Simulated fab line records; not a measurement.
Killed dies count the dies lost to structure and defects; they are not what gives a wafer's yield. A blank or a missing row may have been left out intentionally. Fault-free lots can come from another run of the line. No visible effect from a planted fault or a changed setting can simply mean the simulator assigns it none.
What tool caused it? | flow n5Finfet | Sampling: 12 lots, 34 wafers, 2 of 1938 route steps

WHAT EACH GAUGE READ, for each wafer
N5_WELL_APT_INSPECT_27: inspects for defects (macro). Usual: 1.9 for rawDefectCount, sd 1.3.
lot  | measured    | on               | rawDefectCount | flag
L862 | day 1 21:41 | defectInspect-01 | 0 0 4          | 
L864 | day 2 08:53 | defectInspect-02 | 1 2 1          | 
L865 | day 2 16:25 | defectInspect-01 | 2 1 0          | 
L871 | day 4 02:49 | defectInspect-02 | 1 0            | 
L872 | day 4 08:53 | defectInspect-01 | 3 2            | 
L873 | day 4 14:53 | defectInspect-01 | 1 0 3          | 
L876 | day 5 08:55 | defectInspect-02 | 2 3 0          | 
L877 | day 5 14:45 | defectInspect-01 | 1 2 4          | 
L879 | day 6 02:58 | defectInspect-02 | 3 3 3          | 
L882 | day 6 20:56 | defectInspect-02 | 1 0 1          | 
L883 | day 7 03:27 | defectInspect-01 | 3 3 1          | 
L884 | day 7 09:10 | defectInspect-01 | 1 4 0          | 

N5_PMOS_HMC_CHANNEL_EPI_OVL_MEAS_10. Usual: for PMOS_HMC_BLK_OVL the level is 0.1 nm and the standard deviation is 0.83.
lot  | measured    | on         | PMOS_HMC_BLK_OVL (nm) | flag
L862 | day 1 23:49 | overlay-02 | 0.9 -0.3 -0.2         | 
L864 | day 2 10:55 | overlay-01 | 0.7 0.2 1.7           | 
L865 | day 2 19:43 | overlay-02 | 1.1 -0.8 0.5          | 
L871 | day 4 05:13 | overlay-01 | -0.4 0.3              | 
L872 | day 4 11:11 | overlay-01 | 0.4 1.2               | 
L873 | day 4 17:10 | overlay-01 | -0.2 1.8 0.9          | 
L876 | day 5 11:18 | overlay-01 | -0.7 -0.1 1.2         | 
L877 | day 5 16:55 | overlay-01 | -0.2 -0.2 -0.5        | 
L879 | day 6 05:08 | overlay-02 | 0.2 0.4 -0.6          | 
L882 | day 6 22:59 | overlay-01 | 0.7 -0.6 0.8          | 
L883 | day 7 05:57 | overlay-02 | 1.2 -0.4 -0.6         | 
L884 | day 7 11:20 | overlay-01 | 1.6 -0.1 -0.6         | 

WHAT TOOL EACH LOT RAN ON (gives the tool, then ch and the chambers of the sampled wafers, and finally the start)
There is no process step in the record ahead of these readings.

AS READ BY THE TOOLS THEMSELVES (means over the sampled wafers that have a number; for cases with no such wafer, the mark the record gives instead)
The record holds no such reading with a usual standard deviation.

THE ANSWER, worked out from the rows above alone
Rule: lot off if the mean of its wafers having a number is beyond 3 standard deviations from the usual mean. A lot without any number at a reading at which 4 lots or more have one is off too. The other lots that the step has rows for count as sound. After the gauges, taken in route order, come the tools' own readings; for these a lot's mean is taken, as printed above. The first step at which some lot is off is used, and at that step the reading that is off furthest; a lot without a number counts as furthest.
Across all readings shown, no lot is off: no conclusion can be drawn from this.

WHAT HAD BEEN PUT IN BY THE SIMULATOR
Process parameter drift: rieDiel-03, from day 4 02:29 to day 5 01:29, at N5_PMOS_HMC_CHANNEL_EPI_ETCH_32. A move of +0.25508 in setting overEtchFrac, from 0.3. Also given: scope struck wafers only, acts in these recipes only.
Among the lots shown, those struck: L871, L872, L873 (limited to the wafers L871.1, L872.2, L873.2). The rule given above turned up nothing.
